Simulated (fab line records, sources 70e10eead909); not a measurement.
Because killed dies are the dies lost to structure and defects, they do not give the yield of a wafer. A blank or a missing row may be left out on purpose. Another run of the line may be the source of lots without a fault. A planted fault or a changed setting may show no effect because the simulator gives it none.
Struck lot and sound lot, side by side / flow nand harc / 14 steps out of a route of 1302
Sound: wafers L935.1, L935.2, L935.3. Struck: wafers L921.1, L921.4, L921.5. The cause is given at the end.
Per side, at each step with rows, come the tool, then ch with its chambers, and then its first start. Under that, the readings that differ: sound wafers / struck wafers / difference of the means / sigmas: that difference in standard deviations of wafers without a fault.
alike: same words and numbers on both sides, and readings whose means sit less than 2 such deviations apart. not compared: any withheld reading, any reading some wafer has no value for, any bound like >300 that may hide the same value, and any number with overlapping values for which the record gives no deviation.
Wherever a step has rows on one side only, a row that says differs or no value, or a row with sigmas, the two part there. Non-overlapping numbers with no deviation appear without sigmas and do not part them. A reading that every wafer of one side lacks parts them only if that side has two wafers or more.

NHARC_A_M1_PRE_CLEAN_32: time 12 s.
  sound on pecvd-01 ch 0,1,2, day 30 23:12; struck on pecvd-04 ch 0,1,2, day 24 17:07
  alike: heater power w, susceptor temp C
NHARC_A_M1_DEP_33: deposits SiCN, target thk 30 nm.
  sound on pecvd-01 ch 0,1,2, day 30 23:17; struck on pecvd-04 ch 0,1,2, day 24 17:11
reading=heater power w (W); sound=610 684 586; struck=517 491 459; difference=-138; sigmas=-2
  alike: susceptor temp C
NHARC_A_BONDPAD_DEP_00: deposits SiCN, target thk 250 nm.
  sound on pecvd-02 ch 0,1,2, day 30 23:50; struck on pecvd-02 ch 0,1, day 24 17:44
  alike: heater power w, susceptor temp C
NHARC_A_BONDPAD_CMP_29: polishes SiCN, target thk 200 nm.
  sound on cmp-02 ch 0,1,2, day 31 00:16; struck on cmp-01 ch 0,1,3, day 24 18:08
  alike: motor current A
NHARC_A_BONDPAD_THK_MEAS_30: measures by ellipsometry.
  sound on film metro-01 at day 31 00:29; struck on film metro-01 at day 24 18:23
  alike: thk nm
then, 7 steps without rows for these wafers: NHARC_A_BONDPAD_SRD_31; NHARC_A_BONDPAD_DEHYDRATE_01 (time 120 s); NHARC_A_BONDPAD_HMDS_02 (time 30 s); NHARC_A_BONDPAD_COAT_33 (time 65 s); NHARC_A_BONDPAD_COAT_03 (resist thk 600 nm); NHARC_A_BONDPAD_SOFTBAKE_04 (time 70 s); NHARC_A_BONDPAD_EBR_05.
NHARC_A_BONDPAD_EXPOSE_06: exposes mask A BPAD.
  struck on krf scanner-04, day 24 18:48; sound on krf scanner-04 ch 0, day 31 00:54
  no value came back on the struck wafers for exposure dose mJ cm2, focus offset nm (nm), stage vel mm s (mm/s); on the sound wafers exposure dose mJ cm2 reads 37.04 37.03 37.00
  alike: mask
then, 1 step without rows for these wafers: NHARC_A_BONDPAD_PEB_07 (peb time 80 s).

WHERE THEY PART
Last at NHARC_A_BONDPAD_EXPOSE_06 as far as this record goes, first at NHARC_A_M1_DEP_33.

WHY: what had been put in by the simulator
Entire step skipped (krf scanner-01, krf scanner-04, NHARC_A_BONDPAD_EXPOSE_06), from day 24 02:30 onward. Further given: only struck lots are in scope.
